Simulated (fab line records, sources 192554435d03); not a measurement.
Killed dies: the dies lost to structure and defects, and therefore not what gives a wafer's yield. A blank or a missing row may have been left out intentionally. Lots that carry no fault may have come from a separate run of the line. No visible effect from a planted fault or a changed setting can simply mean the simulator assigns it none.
Which tool was responsible? + flow n5_finfet + Sampling: 18 lots, 54 wafers, 6 of 1938 route steps

## WHAT EACH GAUGE READ, for each wafer
No reading from a measuring or inspecting step in the record can be judged against a usual standard deviation.

## WHICH TOOL RAN EACH LOT (tool, then ch and the chambers of the sampled wafers, then the start)
| lot  | N5_BEOL_M0_SAQP_ETCH_88            | N5_BEOL_M0_SAQP_ETCH_49            | N5_BEOL_M0_SAQP_STRIP_75           | N5_BEOL_M0_CUTY_ETCH_63            | N5_BEOL_M0_SPUTTER_116       | N5_BEOL_M1_ETCH_74                 |
|------|------------------------------------|------------------------------------|------------------------------------|------------------------------------|------------------------------|------------------------------------|
| L074 | rie_diel-06 ch 1,2,3, day 5 14:47  | rie_diel-06 ch 1,2,3, day 5 15:36  | rie_diel-06 ch 1,2,3, day 5 15:42  | rie_diel-03 ch 1,2,3, day 5 16:16  | pvd_sputter-03, day 5 21:34  | rie_diel-02 ch 1,2, day 6 01:34    |
| L076 | rie_diel-02 ch 1,3, day 6 09:54    | rie_diel-06 ch 0,2, day 6 10:41    | rie_diel-06 ch 0,2, day 6 10:47    | rie_diel-03 ch 2,3, day 6 11:17    | pvd_sputter-01, day 6 18:26  | rie_diel-05 ch 1,2, day 6 22:41    |
| L077 | rie_diel-06 ch 0,2, day 6 10:09    | rie_diel-06 ch 1,2,3, day 6 10:56  | rie_diel-06 ch 1,2,3, day 6 11:02  | rie_diel-04 ch 1,3, day 6 11:37    | pvd_sputter-03, day 6 16:53  | rie_diel-02 ch 1,2, day 6 19:44    |
| L078 | rie_diel-02 ch 1,2,3, day 6 14:20  | rie_diel-05 ch 1,2,3, day 6 15:06  | rie_diel-05 ch 1,2,3, day 6 15:12  | rie_diel-04 ch 1,2,3, day 6 16:05  | pvd_sputter-03, day 6 21:47  | rie_diel-02 ch 0,1,2, day 7 01:11  |
| L079 | rie_diel-02 ch 0,2,3, day 6 21:17  | rie_diel-02 ch 0,3, day 6 22:20    | rie_diel-02 ch 0,3, day 6 22:26    | rie_diel-03 ch 1,2,3, day 6 23:08  | pvd_sputter-01, day 7 01:13  | rie_diel-06 ch 0,2,3, day 7 06:17  |
| L080 | rie_diel-05 ch 1,3, day 7 03:34    | rie_diel-02 ch 0,1,2, day 7 04:23  | rie_diel-02 ch 0,1,2, day 7 04:29  | rie_diel-04 ch 1,2,3, day 7 04:55  | pvd_sputter-03, day 7 09:28  | rie_diel-06 ch 0,1,2, day 7 13:36  |
| L081 | rie_diel-06 ch 0,1,3, day 7 23:12  | rie_diel-05 ch 1,2,3, day 8 01:47  | rie_diel-05 ch 1,2,3, day 8 01:53  | rie_diel-04 ch 0,1, day 8 02:47    | pvd_sputter-02, day 8 06:01  | rie_diel-06 ch 1,2,3, day 8 09:05  |
| L084 | rie_diel-06 ch 0,2,3, day 8 11:05  | rie_diel-06 ch 1,2,3, day 8 12:15  | rie_diel-06 ch 1,2,3, day 8 12:21  | rie_diel-01 ch 1,2,3, day 8 13:11  | pvd_sputter-03, day 8 18:38  | rie_diel-06 ch 0,2, day 8 21:10    |
| L086 | rie_diel-06 ch 0,2,3, day 9 00:46  | rie_diel-05 ch 0,1,2, day 9 03:23  | rie_diel-05 ch 0,1,2, day 9 03:29  | rie_diel-01 ch 0,2, day 9 04:04    | pvd_sputter-01, day 9 08:53  | rie_diel-05 ch 2,3, day 9 12:30    |
| L087 | rie_diel-05 ch 0,1,2, day 9 10:15  | rie_diel-05 ch 0,1,2, day 9 11:02  | rie_diel-05 ch 0,1,2, day 9 11:08  | rie_diel-04 ch 0,2,3, day 9 11:41  | pvd_sputter-01, day 9 14:47  | rie_diel-06 ch 0,1,2, day 9 17:05  |
| L088 | rie_diel-02 ch 0,1, day 9 12:59    | rie_diel-02 ch 1,3, day 9 13:46    | rie_diel-02 ch 1,3, day 9 13:52    | rie_diel-04 ch 1,2, day 9 14:17    | pvd_sputter-03, day 9 17:10  | rie_diel-05 ch 0,2, day 9 22:59    |
| L090 | rie_diel-02 ch 0,1,3, day 10 04:33 | rie_diel-02 ch 0,1,3, day 10 05:23 | rie_diel-02 ch 0,1,3, day 10 05:29 | rie_diel-01 ch 0,1,2, day 10 06:03 | pvd_sputter-02, day 10 09:37 | rie_diel-02 ch 0,1,3, day 10 12:01 |
| L091 | rie_diel-02 ch 0,1, day 10 11:21   | rie_diel-02 ch 0,3, day 10 12:52   | rie_diel-02 ch 0,3, day 10 12:58   | rie_diel-01 ch 2,3, day 10 15:31   | pvd_sputter-01, day 10 17:48 | rie_diel-02 ch 0,1,3, day 10 21:11 |
| L092 | rie_diel-02 ch 0,3, day 10 14:05   | rie_diel-05 ch 1,2, day 10 14:52   | rie_diel-05 ch 1,2, day 10 14:58   | rie_diel-04 ch 1,2,3, day 10 15:35 | pvd_sputter-02, day 10 19:49 | rie_diel-06 ch 0,2,3, day 10 22:15 |
| L093 | rie_diel-05 ch 1,2,3, day 10 18:53 | rie_diel-06 ch 0,2,3, day 10 19:43 | rie_diel-06 ch 0,2,3, day 10 19:49 | rie_diel-01 ch 0,2,3, day 10 20:20 | pvd_sputter-01, day 11 00:32 | rie_diel-05 ch 1,3, day 11 02:54   |
| L094 | rie_diel-05 ch 0,2,3, day 10 21:57 | rie_diel-05 ch 0,2,3, day 10 23:37 | rie_diel-05 ch 0,2,3, day 10 23:43 | rie_diel-01 ch 2,3, day 11 00:42   | pvd_sputter-02, day 11 06:44 | rie_diel-05 ch 0,2,3, day 11 10:31 |
| L096 | rie_diel-06 ch 1,2,3, day 11 12:14 | rie_diel-02 ch 0,1, day 11 13:01   | rie_diel-02 ch 0,1, day 11 13:07   | rie_diel-01 ch 1,2,3, day 11 13:40 | pvd_sputter-01, day 11 16:37 | rie_diel-05 ch 0,2,3, day 11 19:49 |
| L097 | rie_diel-06 ch 0,2,3, day 11 14:53 | rie_diel-02 ch 0,1,3, day 11 15:40 | rie_diel-02 ch 0,1,3, day 11 15:46 | rie_diel-01 ch 0,2,3, day 11 16:20 | pvd_sputter-01, day 11 19:44 | rie_diel-06 ch 0,1,3, day 11 22:12 |
- N5_BEOL_M0_SAQP_ETCH_88: etches underlayer in N2/H2, target depth 6.5 nm, time 5.2 s.
- N5_BEOL_M0_SAQP_ETCH_49: etches SiO2 in CF4/O2, target depth 37 nm.
- N5_BEOL_M0_SAQP_STRIP_75: strips in CF4.
- N5_BEOL_M0_CUTY_ETCH_63: etches SOC in N2/H2, target depth 82.7 nm, overetch 16.5 nm, time 124 s.
- N5_BEOL_M0_SPUTTER_116: material Cu, target thk 4 nm, time 7.37 s.
- N5_BEOL_M1_ETCH_74: etches underlayer in N2/H2, target depth 6.5 nm, time 5.2 s.

## AS READ BY THE TOOLS THEMSELVES (means over the sampled wafers that have a number; for cases with no such wafer, the mark the record gives instead)
N5_BEOL_M0_SAQP_ETCH_88. Usual: drypump_motor_current_A 5.9 A, standard deviation 0.53; etch_rf_on_time_s 5.24 s, standard deviation 0.1; oes_product_au 0.68 a.u., standard deviation 0.068; rf_vpp_V 524.5 V, standard deviation 2.8; showerhead_plenum_p_Torr 2.56 Torr, standard deviation 0.09; throttle_valve_pct 17.85 %, standard deviation 0.21.
| lot  | tool        | drypump_motor_current_A (A) | etch_rf_on_time_s (s) | oes_product_au (a.u.) | rf_vpp_V (V) | showerhead_plenum_p_Torr (Torr) | throttle_valve_pct (%) | flag |
|------|-------------|-----------------------------|-----------------------|-----------------------|--------------|---------------------------------|------------------------|------|
| L074 | rie_diel-06 | 6.2                         | 5.24                  | 0.68                  | 522.7        | 2.49                            | 17.81                  |      |
| L076 | rie_diel-02 | 5.9                         | 5.38                  | 0.62                  | 526.8        | 2.64                            | 17.98                  |      |
| L077 | rie_diel-06 | 6.0                         | 5.19                  | 0.73                  | 526.1        | 2.58                            | 17.64                  |      |
| L078 | rie_diel-02 | 5.7                         | 5.37                  | 0.63                  | 525.3        | 2.58                            | 17.86                  |      |
| L079 | rie_diel-02 | 5.6                         | 5.25                  | 0.71                  | 526.8        | 2.60                            | 17.83                  |      |
| L080 | rie_diel-05 | 5.8                         | 5.32                  | 0.60                  | 522.3        | 2.48                            | 18.16                  |      |
| L081 | rie_diel-06 | 5.9                         | 5.25                  | 0.69                  | 523.0        | 2.50                            | 17.78                  |      |
| L084 | rie_diel-06 | 6.2                         | 5.26                  | 0.69                  | 523.8        | 2.53                            | 17.74                  |      |
| L086 | rie_diel-06 | 6.3                         | 5.24                  | 0.69                  | 524.6        | 2.53                            | 17.76                  |      |
| L087 | rie_diel-05 | 5.6                         | 5.15                  | 0.69                  | 523.7        | 2.56                            | 18.00                  |      |
| L088 | rie_diel-02 | 5.4                         | 5.18                  | 0.67                  | 527.8        | 2.67                            | 18.07                  |      |
| L090 | rie_diel-02 | 5.8                         | 5.23                  | 0.71                  | 526.6        | 2.65                            | 17.88                  |      |
| L091 | rie_diel-02 | 5.3                         | 5.15                  | 0.72                  | 527.0        | 2.69                            | 18.08                  |      |
| L092 | rie_diel-02 | 6.1                         | 5.12                  | 0.76                  | 526.3        | 2.63                            | 17.68                  |      |
| L093 | rie_diel-05 | 5.7                         | 5.16                  | 0.68                  | 526.1        | 2.62                            | 18.08                  |      |
| L094 | rie_diel-05 | 5.6                         | 5.17                  | 0.73                  | 524.9        | 2.58                            | 17.87                  |      |
| L096 | rie_diel-06 | 6.2                         | 5.30                  | 0.65                  | 521.1        | 2.47                            | 17.89                  |      |
| L097 | rie_diel-06 | 6.3                         | 5.25                  | 0.68                  | 523.3        | 2.53                            | 17.78                  |      |

N5_BEOL_M0_SAQP_ETCH_49. Usual: drypump_motor_current_A 5.8 A, standard deviation 0.49; oes_o_777_au 0.81 a.u., standard deviation 0.083; oes_product_au 0.81 a.u., standard deviation 0.087; rf_vpp_V 239.8 V, standard deviation 1.8; showerhead_plenum_p_Torr 2.23 Torr, standard deviation 0.074; throttle_valve_pct 15.85 %, standard deviation 0.24.
| lot  | tool        | drypump_motor_current_A (A) | oes_o_777_au (a.u.) | oes_product_au (a.u.) | rf_vpp_V (V) | showerhead_plenum_p_Torr (Torr) | throttle_valve_pct (%) | flag |
|------|-------------|-----------------------------|---------------------|-----------------------|--------------|---------------------------------|------------------------|------|
| L074 | rie_diel-06 | 6.2                         | 0.79                | 0.80                  | 239.9        | 2.16                            | 15.84                  |      |
| L076 | rie_diel-06 | 6.2                         | 0.81                | 0.81                  | 240.6        | 2.22                            | 15.80                  |      |
| L077 | rie_diel-06 | 6.2                         | 0.79                | 0.79                  | 240.0        | 2.16                            | 15.85                  |      |
| L078 | rie_diel-05 | 5.6                         | 0.73                | 0.73                  | 239.4        | 2.20                            | 16.09                  |      |
| L079 | rie_diel-02 | 5.6                         | 0.87                | 0.88                  | 239.7        | 2.32                            | 15.96                  |      |
| L080 | rie_diel-02 | 5.2                         | 0.84                | 0.85                  | 239.0        | 2.26                            | 15.85                  |      |
| L081 | rie_diel-05 | 5.7                         | 0.72                | 0.72                  | 239.3        | 2.19                            | 16.12                  |      |
| L084 | rie_diel-06 | 6.2                         | 0.78                | 0.78                  | 239.6        | 2.15                            | 15.88                  |      |
| L086 | rie_diel-05 | 5.6                         | 0.81                | 0.81                  | 240.1        | 2.21                            | 15.88                  |      |
| L087 | rie_diel-05 | 5.6                         | 0.81                | 0.80                  | 240.8        | 2.21                            | 15.88                  |      |
| L088 | rie_diel-02 | 5.9                         | 0.81                | 0.81                  | 239.5        | 2.27                            | 15.79                  |      |
| L090 | rie_diel-02 | 5.7                         | 0.84                | 0.85                  | 238.3        | 2.29                            | 15.82                  |      |
| L091 | rie_diel-02 | 6.1                         | 0.90                | 0.90                  | 239.9        | 2.27                            | 15.69                  |      |
| L092 | rie_diel-05 | 5.5                         | 0.73                | 0.73                  | 239.9        | 2.22                            | 16.16                  |      |
| L093 | rie_diel-06 | 6.3                         | 0.80                | 0.81                  | 239.8        | 2.19                            | 15.80                  |      |
| L094 | rie_diel-05 | 5.6                         | 0.85                | 0.86                  | 241.4        | 2.23                            | 15.79                  |      |
| L096 | rie_diel-02 | 5.2                         | 0.82                | 0.83                  | 237.8        | 2.32                            | 16.01                  |      |
| L097 | rie_diel-02 | 5.7                         | 0.83                | 0.83                  | 238.9        | 2.29                            | 15.84                  |      |

N5_BEOL_M0_SAQP_STRIP_75. Usual: drypump_motor_current_A 5.8 A, standard deviation 0.49; oes_product_au 0.188 a.u., standard deviation 0.019; power_w 300.0 W, standard deviation 0.87; rf_vpp_V 271.5 V, standard deviation 1.5; showerhead_plenum_p_Torr 1.81 Torr, standard deviation 0.06; throttle_valve_pct 13.57 %, standard deviation 0.25.
| lot  | tool        | drypump_motor_current_A (A) | oes_product_au (a.u.) | power_w (W) | rf_vpp_V (V) | showerhead_plenum_p_Torr (Torr) | throttle_valve_pct (%) | flag |
|------|-------------|-----------------------------|-----------------------|-------------|--------------|---------------------------------|------------------------|------|
| L074 | rie_diel-06 | 6.2                         | 0.184                 | 299.8       | 269.9        | 1.76                            | 13.56                  |      |
| L076 | rie_diel-06 | 6.2                         | 0.189                 | 300.0       | 271.3        | 1.81                            | 13.50                  |      |
| L077 | rie_diel-06 | 6.2                         | 0.181                 | 299.6       | 270.3        | 1.76                            | 13.56                  |      |
| L078 | rie_diel-05 | 5.7                         | 0.168                 | 299.3       | 271.3        | 1.79                            | 13.83                  |      |
| L079 | rie_diel-02 | 5.6                         | 0.204                 | 300.6       | 273.0        | 1.88                            | 13.66                  |      |
| L080 | rie_diel-02 | 5.2                         | 0.195                 | 300.3       | 271.6        | 1.84                            | 13.56                  |      |
| L081 | rie_diel-05 | 5.7                         | 0.164                 | 299.6       | 271.2        | 1.78                            | 13.86                  |      |
| L084 | rie_diel-06 | 6.2                         | 0.180                 | 300.4       | 270.0        | 1.76                            | 13.62                  |      |
| L086 | rie_diel-05 | 5.6                         | 0.188                 | 300.6       | 272.0        | 1.80                            | 13.59                  |      |
| L087 | rie_diel-05 | 5.6                         | 0.189                 | 299.6       | 272.6        | 1.80                            | 13.61                  |      |
| L088 | rie_diel-02 | 5.9                         | 0.184                 | 299.8       | 271.8        | 1.85                            | 13.52                  |      |
| L090 | rie_diel-02 | 5.8                         | 0.197                 | 300.6       | 272.7        | 1.86                            | 13.53                  |      |
| L091 | rie_diel-02 | 6.1                         | 0.205                 | 300.6       | 272.8        | 1.85                            | 13.38                  |      |
| L092 | rie_diel-05 | 5.6                         | 0.173                 | 300.1       | 271.1        | 1.80                            | 13.90                  |      |
| L093 | rie_diel-06 | 6.3                         | 0.183                 | 299.7       | 271.0        | 1.78                            | 13.53                  |      |
| L094 | rie_diel-05 | 5.6                         | 0.194                 | 299.6       | 271.8        | 1.82                            | 13.51                  |      |
| L096 | rie_diel-02 | 5.2                         | 0.188                 | 300.1       | 272.5        | 1.88                            | 13.72                  |      |
| L097 | rie_diel-02 | 5.7                         | 0.191                 | 300.6       | 272.1        | 1.86                            | 13.56                  |      |

N5_BEOL_M0_CUTY_ETCH_63. Usual: drypump_motor_current_A 5.9 A, standard deviation 0.4; oes_product_au 0.63 a.u., standard deviation 0.053; rf_vpp_V 524.5 V, standard deviation 2; showerhead_plenum_p_Torr 2.57 Torr, standard deviation 0.063; temp_c 40.02 C, standard deviation 0.11; throttle_valve_pct 17.96 %, standard deviation 0.15.
| lot  | tool        | drypump_motor_current_A (A) | oes_product_au (a.u.) | rf_vpp_V (V) | showerhead_plenum_p_Torr (Torr) | temp_c (C) | throttle_valve_pct (%) | flag |
|------|-------------|-----------------------------|-----------------------|--------------|---------------------------------|------------|------------------------|------|
| L074 | rie_diel-03 | 6.0                         | 0.59                  | 522.8        | 2.52                            | 40.02      | 18.02                  |      |
| L076 | rie_diel-03 | 6.0                         | 0.59                  | 523.1        | 2.52                            | 39.88      | 17.90                  |      |
| L077 | rie_diel-04 | 5.9                         | 0.60                  | 524.4        | 2.56                            | 40.10      | 18.05                  |      |
| L078 | rie_diel-04 | 5.6                         | 0.61                  | 524.7        | 2.57                            | 40.13      | 18.07                  |      |
| L079 | rie_diel-03 | 6.0                         | 0.58                  | 523.1        | 2.52                            | 39.85      | 18.04                  |      |
| L080 | rie_diel-04 | 5.7                         | 0.61                  | 524.5        | 2.57                            | 40.06      | 18.07                  |      |
| L081 | rie_diel-04 | 5.5                         | 0.59                  | 524.3        | 2.56                            | 39.91      | 18.02                  |      |
| L084 | rie_diel-01 | 6.2                         | 0.63                  | 523.5        | 2.55                            | 39.98      | 17.93                  |      |
| L086 | rie_diel-01 | 6.1                         | 0.65                  | 524.7        | 2.60                            | 40.03      | 17.81                  |      |
| L087 | rie_diel-04 | 5.5                         | 0.64                  | 522.2        | 2.51                            | 39.98      | 17.90                  |      |
| L088 | rie_diel-04 | 5.5                         | 0.62                  | 526.5        | 2.61                            | 39.98      | 18.16                  |      |
| L090 | rie_diel-01 | 6.4                         | 0.63                  | 525.2        | 2.58                            | 40.01      | 17.96                  |      |
| L091 | rie_diel-01 | 6.0                         | 0.63                  | 524.1        | 2.55                            | 40.11      | 17.84                  |      |
| L092 | rie_diel-04 | 5.6                         | 0.65                  | 523.4        | 2.55                            | 40.01      | 17.98                  |      |
| L093 | rie_diel-01 | 6.1                         | 0.66                  | 525.6        | 2.60                            | 39.97      | 17.86                  |      |
| L094 | rie_diel-01 | 6.0                         | 0.65                  | 524.3        | 2.56                            | 40.09      | 17.89                  |      |
| L096 | rie_diel-01 | 6.2                         | 0.61                  | 523.9        | 2.54                            | 40.04      | 17.98                  |      |
| L097 | rie_diel-01 | 6.2                         | 0.65                  | 525.5        | 2.60                            | 39.93      | 17.88                  |      |

N5_BEOL_M0_SPUTTER_116. Usual: chuck_sensor_temp_C -16.3 C, standard deviation 0.44; throttle_valve_pct 29.7 %, standard deviation 0.98.
| lot  | tool           | chuck_sensor_temp_C (C) | throttle_valve_pct (%) | flag |
|------|----------------|-------------------------|------------------------|------|
| L074 | pvd_sputter-03 | -16.7                   | 29.6                   |      |
| L076 | pvd_sputter-01 | -16.1                   | 30.4                   |      |
| L077 | pvd_sputter-03 | -15.7                   | 30.1                   |      |
| L078 | pvd_sputter-03 | -16.6                   | 29.0                   |      |
| L079 | pvd_sputter-01 | -16.1                   | 30.2                   |      |
| L080 | pvd_sputter-03 | -16.5                   | 30.3                   |      |
| L081 | pvd_sputter-02 | -16.6                   | 29.8                   |      |
| L084 | pvd_sputter-03 | -16.5                   | 28.9                   |      |
| L086 | pvd_sputter-01 | -16.0                   | 30.6                   |      |
| L087 | pvd_sputter-01 | -16.1                   | 29.9                   |      |
| L088 | pvd_sputter-03 | -16.7                   | 29.2                   |      |
| L090 | pvd_sputter-02 | -16.6                   | 29.7                   |      |
| L091 | pvd_sputter-01 | -15.9                   | 29.0                   |      |
| L092 | pvd_sputter-02 | -16.3                   | 29.1                   |      |
| L093 | pvd_sputter-01 | -16.1                   | 29.8                   |      |
| L094 | pvd_sputter-02 | -16.6                   | 29.5                   |      |
| L096 | pvd_sputter-01 | -16.0                   | 29.9                   |      |
| L097 | pvd_sputter-01 | -16.2                   | 30.0                   |      |

N5_BEOL_M1_ETCH_74. Usual: drypump_motor_current_A 5.8 A, standard deviation 0.5; etch_rf_on_time_s 5.21 s, standard deviation 0.095; oes_product_au 0.69 a.u., standard deviation 0.068; rf_vpp_V 524.4 V, standard deviation 2.6; showerhead_plenum_p_Torr 2.56 Torr, standard deviation 0.089; throttle_valve_pct 17.87 %, standard deviation 0.24.
| lot  | tool        | drypump_motor_current_A (A) | etch_rf_on_time_s (s) | oes_product_au (a.u.) | rf_vpp_V (V) | showerhead_plenum_p_Torr (Torr) | throttle_valve_pct (%) | flag |
|------|-------------|-----------------------------|-----------------------|-----------------------|--------------|---------------------------------|------------------------|------|
| L074 | rie_diel-02 | 5.4                         | 5.35                  | 0.66                  | 524.1        | 2.60                            | 17.92                  |      |
| L076 | rie_diel-05 | 5.7                         | 5.21                  | 0.65                  | 525.0        | 2.61                            | 18.16                  |      |
| L077 | rie_diel-02 | 5.4                         | 5.41                  | 0.65                  | 525.3        | 2.60                            | 17.93                  |      |
| L078 | rie_diel-02 | 5.3                         | 5.13                  | 0.73                  | 526.9        | 2.62                            | 17.91                  |      |
| L079 | rie_diel-06 | 6.3                         | 5.18                  | 0.71                  | 523.8        | 2.54                            | 17.73                  |      |
| L080 | rie_diel-06 | 5.9                         | 5.22                  | 0.68                  | 524.3        | 2.52                            | 17.76                  |      |
| L081 | rie_diel-06 | 6.2                         | 5.20                  | 0.67                  | 522.8        | 2.48                            | 17.85                  |      |
| L084 | rie_diel-06 | 6.0                         | 5.18                  | 0.70                  | 525.9        | 2.57                            | 17.68                  |      |
| L086 | rie_diel-05 | 5.5                         | 5.08                  | 0.70                  | 525.7        | 2.59                            | 18.10                  |      |
| L087 | rie_diel-06 | 5.9                         | 5.21                  | 0.66                  | 523.6        | 2.52                            | 17.80                  |      |
| L088 | rie_diel-05 | 5.5                         | 5.16                  | 0.69                  | 524.6        | 2.52                            | 18.03                  |      |
| L090 | rie_diel-02 | 5.8                         | 5.16                  | 0.72                  | 526.0        | 2.65                            | 17.88                  |      |
| L091 | rie_diel-02 | 5.7                         | 5.20                  | 0.71                  | 526.9        | 2.65                            | 17.88                  |      |
| L092 | rie_diel-06 | 6.3                         | 5.25                  | 0.68                  | 524.3        | 2.53                            | 17.75                  |      |
| L093 | rie_diel-05 | 5.8                         | 5.18                  | 0.73                  | 527.4        | 2.68                            | 17.91                  |      |
| L094 | rie_diel-05 | 5.6                         | 5.17                  | 0.73                  | 524.5        | 2.57                            | 17.87                  |      |
| L096 | rie_diel-05 | 5.6                         | 5.14                  | 0.72                  | 524.3        | 2.57                            | 17.88                  |      |
| L097 | rie_diel-06 | 5.9                         | 5.19                  | 0.67                  | 521.5        | 2.49                            | 17.82                  |      |

## THE ANSWER, worked out from the rows above alone
Rule: a lot is off if the mean of its wafers that have a number lies more than 3 standard deviations from the usual mean. Also off: a lot with no number at a reading for which 4 or more lots have one. The other lots that the step has rows for count as sound. First the gauges in route order, then the tools' own readings, where a lot's mean is used as printed above. At the first step where some lot is off, the reading lying furthest off is the one used; lots without a number count as furthest.
No lot is off on any of the readings shown, so nothing can be concluded from this.

## WHAT WAS PUT IN BY THE SIMULATOR
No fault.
